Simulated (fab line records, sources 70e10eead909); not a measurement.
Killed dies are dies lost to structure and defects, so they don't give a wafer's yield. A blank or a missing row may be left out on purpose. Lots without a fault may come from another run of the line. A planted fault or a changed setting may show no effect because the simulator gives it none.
fab line records | flow nand_harc
record lots=12 wafers=36 last_day=34
route steps=1302 shown P_GATE@141 END@1302
lots that met no fault: from a run of the same line without faults
start_h: hours from the record's first day to the start of the lot's first wafer shown | wait_h: hours since the lot's step before | " the same as in the row above | L1.1+2: a row that stands for several wafers | - no value, or no start given | * or withheld: withheld | < > ~ a bound
route shown NAME@n: a module of which the file shows steps, and the number in the route of the first | usual: mean/standard deviation of fault-free wafers | same: alike in all rows | chamber/n: place in a boat | sites: the reading at each site | _std_site: their standard deviation | _edge_site: outer sites' mean less inner sites' | radius_mm: how far each site lies from the wafer's centre | mask NAME#n: copy n | behind: the tool/chamber that last shaped the wafer | hold: why the lot was held/for how many hours/how that ended | device: the transistor (n, p or np) that didn't switch | end of line: the same wafers' tests at the end of the route | a step without rows: its recipe alone | killed: dies lost to structure and defects at the first sort, not the wafer's yield | map: a wafer's dies, x killed, . not, _ none there
set.NAME: the setting as run; set.NAME@STEP: as run at that earlier step | model.NAME: the simulator's own value behind a step, which no gauge read
steps of the route over a sample of lots; a table a step, a row a wafer
services: from which hour (start_h, from the record's first day; less than 0 if before it) a tool's chamber was out of use, for how many hours, and why
## steps
# step NHARC_P_GATE_CD_MEAS_26
# recipe target_cd_nm=120 landing_energy_ev=500
# usual cd_nm=120.1/0.59
# columns lot.wafer tool chamber start_h wait_h cd_nm
L600.1 cd_sem-03 0 101.34 - 119.3
L600.2 " 0 " " 120.1
L600.4 " 0 " " 119.3
L601.4 cd_sem-02 0 106.88 - 120.2
L601.5 " 0 " " 120.1
L601.6 " 0 " " 120.4
L602.3 cd_sem-01 0 115.91 - 120.2
L602.4 " 0 " " 119.1
L602.5 " 0 " " 119.8
L603.1 cd_sem-01 0 130.37 - 119.4
L603.3 " 0 " " 120.7
L603.5 " 0 " " 119.9
L605.2 cd_sem-01 0 143.47 - 120.4
L605.4 " 0 " " 120.3
L605.6 " 0 " " 120.7
L607.1 cd_sem-03 0 172.27 - 119.9
L607.2 " 0 " " 120.2
L607.4 " 0 " " 120.2
L610.2 cd_sem-01 0 197.42 - 120.1
L610.4 " 0 " " 120.0
L610.6 " 0 " " 120.0
L611.3 cd_sem-01 0 209.10 - 119.8
L611.5 " 0 " " 120.0
L611.6 " 0 " " 119.7
L612.1 cd_sem-01 0 215.71 - 120.2
L612.2 " 0 " " 119.3
L612.6 " 0 " " 119.6
L621.1 cd_sem-03 0 309.77 - 119.8
L621.2 " 0 " " 119.5
L621.6 " 0 " " 119.9
L622.1 cd_sem-02 0 310.10 - 120.8
L622.2 " 0 " " 120.1
L622.6 " 0 " " 120.5
L623.3 cd_sem-01 0 323.80 - 119.9
L623.4 " 0 " " 120.1
L623.5 " 0 " " 119.4
# step NHARC_P_GATE_ETCHBACK_37
# recipe target_depth_a=345 time_s=17.2 chf3_flow_sccm=50 o2_flow_sccm=10 ar_flow_sccm=200 rf_w=500 bias_w=200 chemistry=CHF3/O2
# usual drypump_motor_current_A=5.5/0.54 oes_product_au=0.940/0.029 rf_vpp_V=371.0/2.4 showerhead_plenum_p_Torr=2.42/0.1 throttle_valve_pct=20.574/0.0095
# columns lot.wafer tool chamber start_h wait_h drypump_motor_current_A oes_product_au rf_hours_counter_h rf_vpp_V showerhead_plenum_p_Torr throttle_valve_pct
L600.2 rie_diel-11 1 - - 4.8 0.927 0.5 373.4 2.54 20.582
L600.1 " 2 " " 5.4 0.930 0.4 369.3 2.32 20.573
L600.4 " 0 " " 5.7 0.933 - 372.7 2.55 20.580
L601.4 rie_diel-11 2 - - 5.4 0.930 0.5 369.2 2.32 20.582
L601.6 " 1 " " 4.8 0.923 - 372.3 2.54 20.574
L601.5 " 2 " " 5.4 0.921 - 368.9 2.32 20.565
L602.3 rie_diel-11 2 - - 5.4 0.921 0.6 370.3 2.32 20.578
L602.5 " 0 " " 5.7 0.930 - 374.3 2.55 20.570
L602.4 " 2 " " 5.4 0.924 - 369.0 2.32 20.579
L603.1 rie_diel-11 3 - - 5.7 0.911 2.3 366.5 2.27 20.573
L603.3 " 0 " " 5.7 0.929 2.2 372.7 2.55 20.580
L603.5 " 2 " " 5.4 0.925 - 368.9 2.32 20.576
L605.2 rie_diel-11 3 - - 5.7 0.992 2.6 367.9 2.27 20.569
L605.4 " 2 " " 5.4 0.999 2.7 369.4 2.32 20.566
L605.6 " 3 " " 5.7 0.983 - 367.5 2.27 20.582
L607.1 rie_diel-06 1 - - 4.8 0.918 3.3 371.1 2.42 20.565
L607.2 " 3 " " 4.8 0.921 3.4 373.3 2.49 20.562
L607.4 " 2 " " 6.2 0.931 - 367.7 2.29 20.556
L610.2 rie_diel-04 2 - - 5.7 0.993 1.3 369.0 2.36 20.559
L610.4 " 3 " " 6.8 1.006 1.1 373.7 2.49 20.583
L610.6 " 0 " " 5.8 0.972 - 371.7 2.40 20.564
L611.3 rie_diel-11 3 - - 5.7 0.927 5.4 367.4 2.27 20.572
L611.5 " 2 " " 5.4 0.922 - 367.2 2.32 20.575
L611.6 " 3 " " 5.7 0.925 - 368.1 2.27 20.557
L612.1 rie_diel-04 0 - - 5.8 0.907 2.4 370.2 2.39 20.573
L612.2 " 1 " " 4.9 0.917 2.6 372.2 2.41 20.565
L612.6 " 0 " " 5.8 0.914 - 371.7 2.39 20.567
L622.2 rie_diel-04 1 - - 4.9 0.907 7.3 370.4 2.40 20.586
L622.1 " 2 " " 5.7 0.923 7.2 368.7 2.35 20.558
L622.6 " 0 " " 5.8 0.908 - 369.0 2.39 20.579
L621.1 rie_diel-11 2 - - 5.4 0.902 3.0 368.0 2.31 20.557
L621.2 " 3 " " 5.7 0.941 2.7 368.5 2.27 20.591
L621.6 " 2 " " 5.4 0.907 - 369.0 2.31 20.577
L623.3 rie_diel-11 2 - - 5.4 0.924 3.3 367.6 2.31 20.559
L623.5 " 2 " " 5.4 0.927 - 367.0 2.31 20.584
L623.4 " 0 " " 5.7 0.924 - 374.2 2.55 20.570
# step NHARC_P_GATE_EXPOSE_43
# recipe na=0.6 target_cd_nm=720 dose_mj=14.81 mask_id=P_NSD
# columns lot.wafer tool chamber start_h wait_h mask
L600.1+2+4 krf_scanner-03 0 113.12 - P_NSD#0
L601.4+5+6 krf_scanner-03 0 118.52 - P_NSD#0
L602.3+4+5 krf_scanner-02 0 127.81 - P_NSD#0
L603.1+3+5 krf_scanner-03 0 143.26 - P_NSD#0
L605.2+4+6 krf_scanner-01 0 155.33 - P_NSD#0
L607.1+2+4 krf_scanner-01 0 184.07 - P_NSD#0
L610.2+4+6 krf_scanner-03 0 209.24 - P_NSD#0
L611.3+5+6 krf_scanner-02 0 223.07 - P_NSD#0
L612.1+2+6 krf_scanner-02 0 227.38 - P_NSD_R1#0
L622.1+2+6 krf_scanner-02 0 321.91 - P_NSD#0
L621.1+2+6 krf_scanner-01 0 323.72 - P_NSD#0
L623.3+4+5 krf_scanner-02 0 335.71 - P_NSD#0
# step NHARC_P_GATE_CD_MEAS_46
# recipe target_cd_nm=720 landing_energy_ev=500
# usual cd_nm=720.5/1.8
# columns lot.wafer tool chamber start_h wait_h cd_nm
L600.1 cd_sem-02 0 113.28 - 719.5
L600.2 " 0 " " 720.0
L600.4 " 0 " " 722.0
L601.4 cd_sem-03 0 118.66 - 723.2
L601.5 " 0 " " 718.2
L601.6 " 0 " " 721.5
L602.3 cd_sem-03 0 127.96 - 722.0
L602.4 " 0 " " 720.5
L602.5 " 0 " " 720.4
L603.1 cd_sem-02 0 143.42 - 721.7
L603.3 " 0 " " 722.9
L603.5 " 0 " " 722.5
L605.2 cd_sem-03 0 155.48 - 719.2
L605.4 " 0 " " 720.7
L605.6 " 0 " " 720.3
L607.1 cd_sem-02 0 184.22 - 720.2
L607.2 " 0 " " 720.7
L607.4 " 0 " " 721.2
L610.2 cd_sem-03 0 209.39 - 719.3
L610.4 " 0 " " 722.2
L610.6 " 0 " " 721.1
L611.3 cd_sem-03 0 223.22 - 723.7
L611.5 " 0 " " 720.6
L611.6 " 0 " " 720.0
L612.1 cd_sem-02 0 227.54 - 669.2
L612.2 " 0 " " 667.4
L612.6 " 0 " " 667.5
L622.1 cd_sem-03 0 322.06 - 719.8
L622.2 " 0 " " 719.5
L622.6 " 0 " " 720.4
L621.1 cd_sem-03 0 323.88 - 720.2
L621.2 " 0 " " 717.6
L621.6 " 0 " " 718.7
L623.3 cd_sem-02 0 335.86 - 717.2
L623.4 " 0 " " 717.8
L623.5 " 0 " " 720.4
# step NHARC_P_GATE_DESCUM_48
# recipe time_s=3 o2_flow_sccm=200 ar_flow_sccm=0 bias_power_w=0 chemistry=O2
# usual drypump_motor_current_A=5.6/0.63 oes_product_au=0.995/0.0095 rf_vpp_V=57.9/0.92 showerhead_plenum_p_Torr=1.92/0.074 throttle_valve_pct=11.311/0.0091
# same bias_power_w=0
# columns lot.wafer tool chamber start_h wait_h drypump_motor_current_A oes_product_au rf_hours_counter_h rf_vpp_V showerhead_plenum_p_Torr throttle_valve_pct
L600.4 rie_diel-06 0 113.45 - 6.3 0.989 6.2 58.7 2.01 11.315
L600.1 " 1 " " 4.9 0.993 6.6 59.2 1.93 11.314
L600.2 " 2 " " 6.2 0.996 6.1 57.5 1.82 11.315
L601.4 rie_diel-06 0 118.85 - 6.3 0.988 6.3 57.3 2.01 11.326
L601.6 " 1 " " 4.9 0.998 - 56.3 1.93 11.327
L601.5 " 2 " " 6.2 0.996 - 58.3 1.82 11.319
L602.3 rie_diel-04 0 128.12 - 5.8 0.986 7.5 57.8 1.91 11.325
L602.5 " 0 " " 5.8 0.991 - 58.2 1.91 11.305
L602.4 " 2 " " 5.7 1.006 - 58.9 1.88 11.310
L603.3 rie_diel-06 1 143.58 - 4.9 0.996 0.4 57.4 1.93 11.309
L603.1 " 3 " " 4.8 0.982 0.9 59.7 1.98 11.327
L603.5 " 1 " " 4.9 0.994 - 57.2 1.93 11.308
L605.4 rie_diel-06 2 155.65 - 6.2 1.011 1.2 57.1 1.82 11.320
L605.2 " 3 " " 4.8 0.998 1.6 58.2 1.98 11.305
L605.6 " 2 " " 6.2 0.999 - 58.9 1.82 11.311
L607.2 rie_diel-06 2 184.38 - 6.2 0.996 3.1 56.7 1.82 11.303
L607.1 " 1 " " 4.9 1.001 3.4 56.4 1.93 11.313
L607.4 " 1 " " 4.9 0.991 - 58.0 1.93 11.290
L610.4 rie_diel-04 2 209.56 - 5.7 0.990 1.4 57.7 1.88 11.331
L610.2 " 3 " " 6.8 1.015 1.2 59.2 1.99 11.316
L610.6 " 2 " " 5.7 1.003 - 56.1 1.88 11.294
L611.3 rie_diel-06 3 223.38 - 4.8 0.988 6.1 57.3 1.98 11.303
L611.5 " 3 " " 4.8 0.988 - 57.5 1.98 11.311
L611.6 " 0 " " 6.3 0.995 - 57.0 2.01 11.327
L612.1 rie_diel-11 0 227.70 - 5.7 0.991 6.3 57.9 2.04 11.314
L612.2 " 2 " " 5.4 0.986 6.2 56.4 1.84 11.302
L612.6 " 1 " " 4.8 1.001 - 59.2 2.03 11.317
L622.2 rie_diel-06 1 322.25 - 4.9 0.993 1.0 58.3 1.92 11.298
L622.1 " 2 " " 6.2 0.995 1.0 56.9 1.82 11.313
L622.6 " 3 " " 4.8 0.983 - 56.1 1.98 11.304
L621.1 rie_diel-11 2 324.04 - 5.4 0.993 3.1 56.2 1.84 11.311
L621.2 " 0 " " 5.7 0.995 2.6 58.6 2.03 11.320
L621.6 " 2 " " 5.5 0.988 - 56.6 1.84 11.312
L623.4 rie_diel-06 2 336.02 - 6.2 1.008 1.4 57.2 1.82 11.303
L623.3 " 3 " " 4.8 1.004 0.9 57.7 1.98 11.321
L623.5 " 2 " " 6.2 0.997 - 58.5 1.82 11.300
# step NHARC_END_SORT_01
# recipe temp_c=25
# usual killed_at_array=57/17 killed_at_other=0.5/0.82 killed_at_periphery=4.0/2.8 killed_dies=61/18 killed_open=2.9/2 killed_short=2.3/1.7
# same gross_dies=677
# columns lot.wafer tool chamber start_h wait_h killed_at_array killed_at_other killed_at_periphery killed_dies killed_open killed_short
L612.2 prober-02 0 686.93 2.8 78 2 5 85 1 3
# killed by level:class
L612.2 A_SLIT:chamber_film_flake=35 A_CHANNEL_HOLE_D1:chamber_film_flake=26 A_CHANNEL_HOLE_D2:chamber_film_flake=8 P_CONTACT:chamber_film_flake=2 A_DECK1_JOINT:chamber_film_flake=2 A_STAIRCASE:chamber_film_flake=2 THIN_TSV:chamber_film_flake=2 P_GATE:area_expose=2
## services
# columns tool chamber start_h hours kind
krf_scanner-02 - 94.00 4.0 pm
rie_diel-04 1 108.96 34.0 repair
rie_diel-11 3 109.68 4.7 repair
rie_diel-11 1 126.48 5.3 repair
rie_diel-06 - 130.20 9.0 pm
krf_scanner-01 - 140.00 4.0 pm
rie_diel-04 2 143.24 16.7 repair
krf_scanner-01 - 159.92 0.6 repair
rie_diel-06 0 160.50 3.8 repair
rie_diel-06 - 160.84 2.4 repair
rie_diel-04 - 177.90 9.0 pm
rie_diel-06 0 181.94 4.5 repair
rie_diel-11 - 198.90 0.4 repair
rie_diel-11 3 204.85 2.6 repair
krf_scanner-01 - 204.99 0.1 repair
krf_scanner-03 - 224.00 4.0 pm
krf_scanner-01 - 239.54 2.6 repair
rie_diel-11 - 255.50 9.0 pm
krf_scanner-02 - 266.00 4.0 pm
krf_scanner-02 - 293.27 4.0 repair
krf_scanner-03 - 300.98 15.4 repair
rie_diel-06 - 307.20 9.0 pm
rie_diel-11 - 308.19 0.2 repair
rie_diel-11 1 327.54 19.9 repair
## key
first_sign step=NHARC_P_GATE_EXPOSE_43 reading=mask direction=changed
effect step=NHARC_P_GATE_CD_MEAS_46 reading=cd_nm direction=down sigmas=30 usual=720.5 struck=668.0
met_at NHARC_P_GATE_EXPOSE_43
struck_lots L612
tester_left_out L612
not_acting_at NHARC_P_GATE_CD_MEAS_26,NHARC_P_GATE_ETCHBACK_37,NHARC_P_GATE_DESCUM_48
onset_between 223.07 227.38
fault kind=wrong_mask tool=any chamber=- onset_h=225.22 steps=NHARC_P_GATE_EXPOSE_43 aux_copy=P_NSD_R1#0 cd_offset_nm=-51.705 scope=struck_lots_only
# tester_left_out: of these lots the tester's yield and bins aren't shown, on N5 and GAA mostly nor the transistor test; their killed dies are dies lost to structure and defects alone, not to doping, threshold or leakage, so they don't give the yield
